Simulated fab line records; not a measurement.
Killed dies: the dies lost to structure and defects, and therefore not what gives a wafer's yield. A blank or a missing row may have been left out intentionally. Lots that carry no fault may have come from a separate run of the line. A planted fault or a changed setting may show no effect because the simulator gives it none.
The tool behind it: which one?	flow nandHarc	Sampling: 23 lots, 69 wafers, 6 of 1302 route steps

## WHAT THE GAUGES READ, wafer by wafer
Not one reading of a measure or inspect step in the record can be checked against a usual standard deviation.

## WHICH TOOL RAN EACH LOT (tool, then ch and the chambers of the sampled wafers, then the start)
lot	NHARC_A_CHANNEL_HOLE_D2_ETCH_34	NHARC_A_CHANNEL_FILL_D2_ALD_03	NHARC_A_CHANNEL_FILL_D2_ETCHBACK_08	NHARC_A_CHANNEL_FILL_D2_CMP_10	NHARC_A_STAIRCASE_ETCH_170	NHARC_A_STAIRCASE_TRIM_14
L074	rieDiel-10 ch 1,2,3, day 16 04:29 or earlier	aldSinBatch-01 ch 0, day 16 04:29 or earlier	rieDiel-08 ch 1,3, day 16 04:29 or earlier	cmp-02 ch 1,2,3, day 16 04:29	rieDiel-13 ch 0,1,3, no start	rieDiel-01 ch 2,3, no start
L076	rieDiel-10 ch 1,2,3, day 16 13:52 or earlier	aldSinBatch-01 ch 0, day 16 13:52 or earlier	rieDiel-04 ch 0,1,3, day 16 13:52 or earlier	cmp-04 ch 0,2,3, day 16 13:52	rieDiel-13 ch 0,1,3, no start	rieDiel-01 ch 0,2,3, no start
L075	rieDiel-03 ch 0,1,2, day 16 13:52 or earlier	aldSinBatch-01 ch 0, day 16 13:52 or earlier	rieDiel-04 ch 1,2,3, day 16 13:52 or earlier	cmp-03 ch 2,3, day 16 13:52	rieDiel-06 ch 2,3, no start	rieDiel-06 ch 1,2, no start
L077	rieDiel-12 ch 0,1,2, day 16 13:53 or earlier	aldSinBatch-01 ch 0, day 16 13:53 or earlier	rieDiel-04 ch 0,3, day 16 13:53 or earlier	cmp-02 ch 1,2, day 16 13:53	rieDiel-01 ch 0,3, no start	rieDiel-13 ch 0,3, no start
L078	rieDiel-12 ch 0,1,3, day 17 00:39 or earlier	aldSinBatch-03 ch 0, day 17 00:39 or earlier	rieDiel-08 ch 0,1,3, day 17 00:39 or earlier	cmp-03 ch 0,1,3, day 17 00:39	rieDiel-13 ch 0,2,3, no start	rieDiel-06 ch 0,1,2, no start
L080	rieDiel-03 ch 0,1,3, day 18 02:46 or earlier	aldSinBatch-03 ch 0, day 18 02:46 or earlier	rieDiel-04 ch 0,1,2, day 18 02:46 or earlier	cmp-03 ch 0,1,2, day 18 02:46	rieDiel-01 ch 0,1,2, no start	rieDiel-13 ch 1,2,3, no start
L081	rieDiel-03 ch 1,2, day 18 06:34 or earlier	aldSinBatch-02 ch 0, day 18 06:34 or earlier	rieDiel-04 ch 1,2, day 18 06:34 or earlier	cmp-04 ch 0,3, day 18 06:34	rieDiel-01 ch 0,2, no start	rieDiel-13 ch 1,2,3, no start
L082	rieDiel-10 ch 0,1,3, day 18 15:32 or earlier	aldSinBatch-01 ch 0, day 18 15:32 or earlier	rieDiel-05 ch 0,1,2, day 18 15:32 or earlier	cmp-02 ch 0,1,3, day 18 15:32	rieDiel-01 ch 0,2, no start	rieDiel-13 ch 0,1, no start
L083	rieDiel-03 ch 2,3, day 19 00:08 or earlier	aldSinBatch-02 ch 0, day 19 00:08 or earlier	rieDiel-04 ch 1,2, day 19 00:08 or earlier	cmp-04 ch 1,2,3, day 19 00:08	rieDiel-06 ch 1,3, no start	rieDiel-01 ch 1,3, no start
L084	rieDiel-10 ch 0,3, day 19 21:08 or earlier	aldSinBatch-03 ch 0, day 19 21:08 or earlier	rieDiel-05 ch 0,1,3, day 19 21:08 or earlier	cmp-02 ch 0,2,3, day 19 21:08	rieDiel-13 ch 0,3, no start	rieDiel-06 ch 0,1, no start
L085	rieDiel-03 ch 0,1,2, day 19 21:05 or earlier	aldSinBatch-03 ch 0, day 19 21:05 or earlier	rieDiel-08 ch 1,2,3, day 19 21:05 or earlier	cmp-03 ch 1,2,3, day 19 21:05	rieDiel-06 ch 0,1,3, no start	rieDiel-06 ch 0,1,3, no start
L086	rieDiel-12 ch 0,1,3, day 20 09:08 or earlier	aldSinBatch-02 ch 0, day 20 09:08 or earlier	rieDiel-08 ch 1,2, day 20 09:08 or earlier	cmp-04 ch 0,1,2, day 20 09:08	rieDiel-01 ch 0,1,3, no start	rieDiel-01 ch 0,1, no start
L087	rieDiel-12 ch 0,1,3, day 20 18:51 or earlier	aldSinBatch-02 ch 0, day 20 18:51 or earlier	rieDiel-08 ch 0,1,2, day 20 18:51 or earlier	cmp-02 ch 1,3, day 20 18:51	rieDiel-01 ch 0,2,3, no start	rieDiel-13 ch 0,1,2, no start
L088	rieDiel-10 ch 0,1, day 21 14:26 or earlier	aldSinBatch-03 ch 0, day 21 14:26 or earlier	rieDiel-08 ch 0,2,3, day 21 14:26 or earlier	cmp-02 ch 0,1,3, day 21 14:26	rieDiel-06 ch 0,1, no start	rieDiel-06 ch 0,1,2, no start
L089	rieDiel-03 ch 0,2, day 21 17:59 or earlier	aldSinBatch-01 ch 0, day 21 17:59 or earlier	rieDiel-05 ch 0,1,2, day 21 17:59 or earlier	cmp-03 ch 1,2,3, day 21 17:59	rieDiel-01 ch 0,1,3, no start	rieDiel-13 ch 0,2, no start
L090	rieDiel-03 ch 1,2, day 22 03:56 or earlier	aldSinBatch-02 ch 0, day 22 03:56 or earlier	rieDiel-05 ch 0,1,3, day 22 03:56 or earlier	cmp-04 ch 2,3, day 22 03:56	rieDiel-01 ch 1,3, no start	rieDiel-13 ch 0,1, no start
L091	rieDiel-03 ch 1,2,3, day 22 07:54 or earlier	aldSinBatch-02 ch 0, day 22 07:54 or earlier	rieDiel-04 ch 0,1,3, day 22 07:54 or earlier	cmp-04 ch 0,3, day 22 07:54	rieDiel-13 ch 0,2,3, no start	rieDiel-01 ch 0,3, no start
L093	rieDiel-10 ch 0,1,3, day 23 11:56 or earlier	aldSinBatch-03 ch 0, day 23 11:56 or earlier	rieDiel-08 ch 0,2,3, day 23 11:56 or earlier	cmp-02 ch 0,1,3, day 23 11:56	rieDiel-01 ch 0,1,3, no start	rieDiel-01 ch 2,3, no start
L092	rieDiel-03 ch 1,2,3, day 23 17:03 or earlier	aldSinBatch-01 ch 0, day 23 17:03 or earlier	rieDiel-05 ch 2,3, day 23 17:03 or earlier	cmp-02 ch 0,2,3, day 23 17:03	rieDiel-01 ch 0,2,3, no start	rieDiel-13 ch 0,1,2, no start
L094	rieDiel-12 ch 0,2,3, day 24 06:44 or earlier	aldSinBatch-02 ch 0, day 24 06:44 or earlier	rieDiel-05 ch 1,2,3, day 24 06:44 or earlier	cmp-02 ch 0,2,3, day 24 06:44	rieDiel-06 ch 1,2,3, no start	rieDiel-06 ch 1,2,3, no start
L095	rieDiel-10 ch 1,2, day 24 15:10 or earlier	aldSinBatch-03 ch 0, day 24 15:10 or earlier	rieDiel-08 ch 0,2,3, day 24 15:10 or earlier	cmp-04 ch 0,3, day 24 15:10	rieDiel-01 ch 0,2,3, no start	rieDiel-13 ch 0,1,3, no start
L096	rieDiel-10 ch 1,2,3, day 24 22:07 or earlier	aldSinBatch-03 ch 0, day 24 22:07 or earlier	rieDiel-05 ch 1,2, day 24 22:07 or earlier	cmp-04 ch 0,1,2, day 24 22:07	rieDiel-06 ch 0,1,2, no start	rieDiel-13 ch 0,2, no start
L097	rieDiel-10 ch 0,2,3, day 25 15:28 or earlier	aldSinBatch-02 ch 0, day 25 15:28 or earlier	rieDiel-08 ch 0,1,2, day 25 15:28 or earlier	cmp-02 ch 0,3, day 25 15:28	rieDiel-13 ch 0,2,3, no start	rieDiel-06 ch 0,2, no start
- NHARC_A_CHANNEL_HOLE_D2_ETCH_34: etches the open film in CF4/CHF3, target depth 154 nm, time 77 s.
- NHARC_A_CHANNEL_FILL_D2_ALD_03: deposits SiNx, target thk 6 nm, pulse time 60 s, ald cycles 58.
- NHARC_A_CHANNEL_FILL_D2_ETCHBACK_08: etches the open film in C4F8, target depth 220 nm, time 110 s.
- NHARC_A_CHANNEL_FILL_D2_CMP_10: polishes, target thk 150 nm.
- NHARC_A_STAIRCASE_ETCH_170: etches the open film in C4F6/O2, target depth 200 nm, time 66.667 s.
- NHARC_A_STAIRCASE_TRIM_14: chemistry O2, time 211.2 s.

## WHAT THE TOOLS THEMSELVES READ (means of the sampled wafers that have a number; where no wafer has one, the mark that the record gives instead)
NHARC_A_CHANNEL_HOLE_D2_ETCH_34. Usual: chamberPressureMTorr 25.002 mTorr, standard deviation 0.021; drypumpMotorCurrentA 5.7 A, standard deviation 0.56; oesProductAu 0.961 a.u., standard deviation 0.018; rfVppV 370.6 V, standard deviation 2.1; showerheadPlenumPTorr 1.58 Torr, standard deviation 0.058; throttleValvePct 16.804 %, standard deviation 0.0092.
lot	tool	chamberPressureMTorr (mTorr)	drypumpMotorCurrentA (A)	oesProductAu (a.u.)	rfVppV (V)	showerheadPlenumPTorr (Torr)	throttleValvePct (%)	flag
L074	rieDiel-10	24.996	5.6	0.919	371.1	1.59	16.800	
L076	rieDiel-10	24.992	5.6	0.955	370.9	1.59	16.805	
L075	rieDiel-03	24.997	5.8	0.980	370.2	1.57	16.804	
L077	rieDiel-12	25.016	5.2	0.968	370.5	1.58	16.803	
L078	rieDiel-12	25.017	5.4	0.970	369.5	1.54	16.801	
L080	rieDiel-03	24.990	5.8	0.965	371.3	1.60	16.812	
L081	rieDiel-03	25.013	5.9	0.973	368.9	1.54	16.813	
L082	rieDiel-10	24.998	5.8	0.958	371.9	1.62	16.811	
L083	rieDiel-03	25.002	6.5	0.974	371.5	1.59	16.800	
L084	rieDiel-10	25.007	5.8	0.967	371.6	1.61	16.802	
L085	rieDiel-03	24.991	5.8	0.972	370.4	1.57	16.804	
L086	rieDiel-12	25.008	5.4	0.963	369.3	1.54	16.808	
L087	rieDiel-12	24.990	5.4	0.963	369.4	1.54	16.800	
L088	rieDiel-10	25.010	5.7	0.960	371.6	1.60	16.797	
L089	rieDiel-03	25.006	6.1	0.975	370.9	1.58	16.800	
L090	rieDiel-03	25.000	5.9	0.929	370.2	1.53	16.818	
L091	rieDiel-03	25.005	6.2	0.927	370.7	1.58	16.809	
L093	rieDiel-10	24.993	5.8	0.951	372.0	1.61	16.809	
L092	rieDiel-03	25.007	6.2	0.973	370.8	1.58	16.802	
L094	rieDiel-12	25.007	5.7	0.973	368.8	1.53	16.802	
L095	rieDiel-10	24.990	5.5	0.971	370.3	1.57	16.807	
L096	rieDiel-10	24.994	5.6	0.963	370.8	1.59	16.801	
L097	rieDiel-10	25.020	5.6	0.953	370.1	1.58	16.814	

NHARC_A_CHANNEL_FILL_D2_ALD_03. Usual: precursorPulseHeightRel reads 1.003 (standard deviation 0.02).
lot	tool	precursorPulseHeightRel	flag
L074	aldSinBatch-01	0.974	
L076	aldSinBatch-01	0.999	
L075	aldSinBatch-01	1.003	
L077	aldSinBatch-01	0.993	
L078	aldSinBatch-03	0.985	
L080	aldSinBatch-03	1.000	
L081	aldSinBatch-02	1.027	
L082	aldSinBatch-01	1.017	
L083	aldSinBatch-02	1.011	
L084	aldSinBatch-03	0.996	
L085	aldSinBatch-03	0.986	
L086	aldSinBatch-02	0.990	
L087	aldSinBatch-02	0.991	
L088	aldSinBatch-03	1.000	
L089	aldSinBatch-01	0.988	
L090	aldSinBatch-02	1.017	
L091	aldSinBatch-02	0.991	
L093	aldSinBatch-03	1.000	
L092	aldSinBatch-01	1.008	
L094	aldSinBatch-02	1.006	
L095	aldSinBatch-03	0.999	
L096	aldSinBatch-03	1.036	
L097	aldSinBatch-02	1.011	

NHARC_A_CHANNEL_FILL_D2_ETCHBACK_08. Usual: chamberPressureMTorr 25.002 mTorr, standard deviation 0.022; oesProductAu 0.96 a.u., standard deviation 0.036; rfVppV 440.3 V, standard deviation 2.4.
lot	tool	chamberPressureMTorr (mTorr)	oesProductAu (a.u.)	rfVppV (V)	flag
L074	rieDiel-08	25.014	0.99	437.5	
L076	rieDiel-04	25.002	1.00	441.2	
L075	rieDiel-04	24.980	1.01	441.5	
L077	rieDiel-04	25.003	1.00	439.7	
L078	rieDiel-08	25.012	1.00	438.9	
L080	rieDiel-04	24.988	1.00	440.0	
L081	rieDiel-04	25.016	1.00	439.9	
L082	rieDiel-05	25.007	0.99	440.9	
L083	rieDiel-04	24.988	0.92	441.0	
L084	rieDiel-05	25.010	0.92	440.6	
L085	rieDiel-08	24.993	0.93	438.8	
L086	rieDiel-08	25.014	0.99	438.0	
L087	rieDiel-08	24.995	1.00	439.4	
L088	rieDiel-08	25.002	0.92	438.8	
L089	rieDiel-05	25.004	0.93	441.6	
L090	rieDiel-05	24.976	1.00	440.6	
L091	rieDiel-04	25.008	0.93	440.9	
L093	rieDiel-08	25.006	0.93	439.5	
L092	rieDiel-05	25.021	0.93	442.9	
L094	rieDiel-05	24.989	0.92	442.8	
L095	rieDiel-08	25.000	1.00	439.8	
L096	rieDiel-05	24.993	0.92	443.5	
L097	rieDiel-08	24.992	0.98	438.5	

NHARC_A_CHANNEL_FILL_D2_CMP_10. Usual: motorCurrentA 12.3 A, standard deviation 1.1; timeToEndpointS 15.1 s, standard deviation 1.8.
lot	tool	motorCurrentA (A)	timeToEndpointS (s)	flag
L074	cmp-02	11.7	13.7	
L076	cmp-04	12.2	17.0	
L075	cmp-03	13.7	14.6	
L077	cmp-02	13.3	12.6	
L078	cmp-03	13.1	12.1	
L080	cmp-03	12.7	13.6	
L081	cmp-04	12.8	17.3	
L082	cmp-02	11.5	15.1	
L083	cmp-04	12.1	15.8	
L084	cmp-02	12.0	14.4	
L085	cmp-03	12.5	13.7	
L086	cmp-04	11.8	16.1	
L087	cmp-02	10.8	15.1	
L088	cmp-02	11.6	16.6	
L089	cmp-03	13.1	15.3	
L090	cmp-04	11.5	12.8	
L091	cmp-04	13.0	16.0	
L093	cmp-02	11.5	14.7	
L092	cmp-02	12.6	14.9	
L094	cmp-02	12.4	15.3	
L095	cmp-04	12.8	19.4	
L096	cmp-04	12.4	13.7	
L097	cmp-02	11.6	14.7	

NHARC_A_STAIRCASE_ETCH_170. Usual: chamberPressureMTorr 30.003 mTorr, standard deviation 0.026; drypumpMotorCurrentA 5.9 A, standard deviation 0.45; oesProductAu 0.975 a.u., standard deviation 0.013; rfVppV 548 V, standard deviation 4; showerheadPlenumPTorr 3.96 Torr, standard deviation 0.2; throttleValvePct 26.904 %, standard deviation 0.0096.
lot	tool	chamberPressureMTorr (mTorr)	drypumpMotorCurrentA (A)	oesProductAu (a.u.)	rfVppV (V)	showerheadPlenumPTorr (Torr)	throttleValvePct (%)	flag
L074	rieDiel-13	29.997	5.8	0.978	550	4.03	26.903	
L076	rieDiel-13	30.016	5.8	0.947	550	4.03	26.917	
L075	rieDiel-06	29.996	5.3	0.982	544	3.78	26.905	
L077	rieDiel-01	29.997	6.2	0.980	548	3.93	26.902	
L078	rieDiel-13	29.999	6.0	0.981	550	4.10	26.894	
L080	rieDiel-01	30.028	5.6	0.966	548	4.00	26.900	
L081	rieDiel-01	30.011	5.5	0.956	552	4.17	26.899	
L082	rieDiel-01	29.986	5.5	0.980	552	4.17	26.907	
L083	rieDiel-06	30.024	5.6	0.980	543	3.74	26.902	
L084	rieDiel-13	30.006	5.7	0.988	551	4.15	26.906	
L085	rieDiel-06	29.992	5.9	0.967	545	3.82	26.919	
L086	rieDiel-01	30.012	5.8	0.962	545	3.87	26.904	
L087	rieDiel-01	29.994	5.9	0.974	549	4.02	26.901	
L088	rieDiel-06	29.979	6.3	0.981	550	4.09	26.909	
L089	rieDiel-01	30.009	5.9	0.963	546	3.87	26.918	
L090	rieDiel-01	30.025	5.9	0.976	542	3.70	26.903	
L091	rieDiel-13	30.010	6.0	0.974	550	4.07	26.910	
L093	rieDiel-01	30.000	5.8	0.965	546	3.86	26.908	
L092	rieDiel-01	29.993	5.9	0.965	548	4.01	26.908	
L094	rieDiel-06	29.990	5.6	0.984	546	3.90	26.895	
L095	rieDiel-01	30.017	5.9	0.987	547	4.01	26.901	
L096	rieDiel-06	29.970	5.9	0.987	547	3.98	26.899	
L097	rieDiel-13	30.010	6.0	0.976	549	4.06	26.903	

NHARC_A_STAIRCASE_TRIM_14. Usual: chamberPressureMTorr 59.99 mTorr, standard deviation 0.047; drypumpMotorCurrentA 5.9 A, standard deviation 0.43; oesProductAu 1.001 a.u., standard deviation 0.0082; rfVppV 57.9 V, standard deviation 0.94; showerheadPlenumPTorr 3.55 Torr, standard deviation 0.17; throttleValvePct 17.037 %, standard deviation 0.0083.
lot	tool	chamberPressureMTorr (mTorr)	drypumpMotorCurrentA (A)	oesProductAu (a.u.)	rfVppV (V)	showerheadPlenumPTorr (Torr)	throttleValvePct (%)	flag
L074	rieDiel-01	59.99	6.0	0.987	57.7	3.62	17.034	
L076	rieDiel-01	60.02	5.9	0.995	58.0	3.63	17.039	
L075	rieDiel-06	59.93	5.5	1.012	57.8	3.36	17.032	
L077	rieDiel-13	59.98	6.0	1.003	58.2	3.70	17.032	
L078	rieDiel-06	59.95	5.9	1.001	57.7	3.45	17.031	
L080	rieDiel-13	60.02	6.1	1.001	58.3	3.56	17.041	
L081	rieDiel-13	60.04	6.1	1.002	58.0	3.56	17.042	
L082	rieDiel-13	59.95	5.5	1.003	57.9	3.66	17.038	
L083	rieDiel-01	59.98	5.9	1.000	56.9	3.33	17.038	
L084	rieDiel-06	59.98	6.3	1.003	57.4	3.51	17.040	
L085	rieDiel-06	59.97	5.9	1.006	57.4	3.43	17.044	
L086	rieDiel-01	60.01	5.4	0.995	57.4	3.60	17.031	
L087	rieDiel-13	59.95	5.8	0.997	57.7	3.60	17.046	
L088	rieDiel-06	60.05	5.9	1.007	57.7	3.60	17.045	
L089	rieDiel-13	60.01	6.0	1.004	58.0	3.66	17.032	
L090	rieDiel-13	59.97	5.5	1.001	58.0	3.65	17.036	
L091	rieDiel-01	59.96	6.2	0.994	58.0	3.51	17.030	
L093	rieDiel-01	60.04	6.1	0.990	57.4	3.59	17.036	
L092	rieDiel-13	60.00	5.7	1.006	58.0	3.58	17.038	
L094	rieDiel-06	60.01	5.6	1.002	58.9	3.50	17.031	
L095	rieDiel-13	59.97	5.8	1.008	56.7	3.59	17.045	
L096	rieDiel-13	60.02	5.7	0.992	58.3	3.70	17.042	
L097	rieDiel-06	59.98	6.1	1.005	57.8	3.52	17.038	

## THE ANSWER, worked out from the rows above alone
Rule: a lot is off if the mean of its wafers that have a number lies more than 3 standard deviations from the usual mean. A lot without any number at a reading at which 4 lots or more have one is off too. Where the step has rows for the other lots, those lots are counted as sound. Order of review: gauges by route order, followed by the tools' own readings, for which a lot's mean as printed above is used. The first step at which some lot is off is used, and at that step the reading that is off furthest; a lot without a number counts as furthest.
Nothing can be told from this: no lot is off at any reading shown.

## WHAT THE SIMULATOR HAD INSERTED
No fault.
